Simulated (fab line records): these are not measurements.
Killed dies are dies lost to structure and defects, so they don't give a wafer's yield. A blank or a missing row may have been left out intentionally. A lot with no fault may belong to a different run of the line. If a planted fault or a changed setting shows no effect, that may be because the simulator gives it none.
Which of the tools did it? / flow n5Finfet / 36 wafers from 12 lots sampled at 2 of the route's 1938 steps

WHAT THE GAUGES SHOWED, per wafer
N5_BEOL_M11_CD_MEAS_11: target cd 64.1 nm.
lot=L074; measured=day 10 05:35; on=cdSem-03; cdNm (nm)=63.9 63.6 64.6
lot=L076; measured=day 10 18:37; on=cdSem-03; cdNm (nm)=63.4 64.5 63.8
lot=L078; measured=day 11 06:24; on=cdSem-03; cdNm (nm)=64.3 64.4 64.3
lot=L081; measured=day 11 12:07; on=cdSem-01; cdNm (nm)=64.7 62.8 63.6
lot=L083; measured=day 12 04:04; on=cdSem-03; cdNm (nm)=63.0 62.7 63.7
lot=L086; measured=day 13 14:17; on=cdSem-01; cdNm (nm)=63.8 63.9 63.1
lot=L085; measured=day 13 15:34; on=cdSem-01; cdNm (nm)=64.9 63.7 64.0
lot=L088; measured=day 14 07:16; on=cdSem-02; cdNm (nm)=64.4 64.1 63.6
lot=L090; measured=day 14 11:16; on=cdSem-03; cdNm (nm)=64.4 63.9 64.3
lot=L092; measured=day 14 19:13; on=cdSem-03; cdNm (nm)=64.6 63.3 65.3
lot=L095; measured=day 15 19:23; on=cdSem-02; cdNm (nm)=64.2 64.0 64.1
lot=L097; measured=day 16 12:41; on=cdSem-03; cdNm (nm)=64.4 64.3 64.7

WHICH TOOL RAN EACH LOT (tool, then ch and the chambers of the sampled wafers, then the start)
lot=L074; N5_BEOL_M11_ILD_DEP_00=pecvd-02 ch 0,1, day 10 03:41
lot=L076; N5_BEOL_M11_ILD_DEP_00=pecvd-03 ch 0,1, day 10 16:27
lot=L078; N5_BEOL_M11_ILD_DEP_00=pecvd-03 ch 1,2, day 11 04:41
lot=L081; N5_BEOL_M11_ILD_DEP_00=pecvd-01 ch 0,2, day 11 10:10
lot=L083; N5_BEOL_M11_ILD_DEP_00=pecvd-03 ch 1,2, day 12 01:55
lot=L086; N5_BEOL_M11_ILD_DEP_00=pecvd-02 ch 0,2, day 13 12:38
lot=L085; N5_BEOL_M11_ILD_DEP_00=pecvd-01 ch 0,1, day 13 14:20
lot=L088; N5_BEOL_M11_ILD_DEP_00=pecvd-02 ch 1,2, day 14 06:04
lot=L090; N5_BEOL_M11_ILD_DEP_00=pecvd-03 ch 0,1,2, day 14 07:50
lot=L092; N5_BEOL_M11_ILD_DEP_00=pecvd-03 ch 0,1,2, day 14 14:44
lot=L095; N5_BEOL_M11_ILD_DEP_00=pecvd-03 ch 0,1,2, day 15 17:58
lot=L097; N5_BEOL_M11_ILD_DEP_00=pecvd-02 ch 1,2, day 16 09:58
- N5_BEOL_M11_ILD_DEP_00: deposits SiCOH lowk from DEMS/porogen, target thk 308.51 nm, time 58 s.

THE ANSWER, worked out from the rows above alone
Rule: the usual values come from the lots themselves. Put in order of their means at a reading, lots are off if they are a third of the lots or fewer, leave a main group of 4 or more, and stand apart from it by a gap of 3 or more times the standard deviation of the main group's means; of several such gaps the widest counts. The tables above print the reading to a certain number of digits; a main group whose means all agree to those digits is not used. A lot without any number at a reading at which 4 lots or more have one is off too. Where the step has rows for the other lots, those lots are counted as sound.
None of the lots is off at any reading shown; this tells nothing.

WHAT THE SIMULATOR PUT IN
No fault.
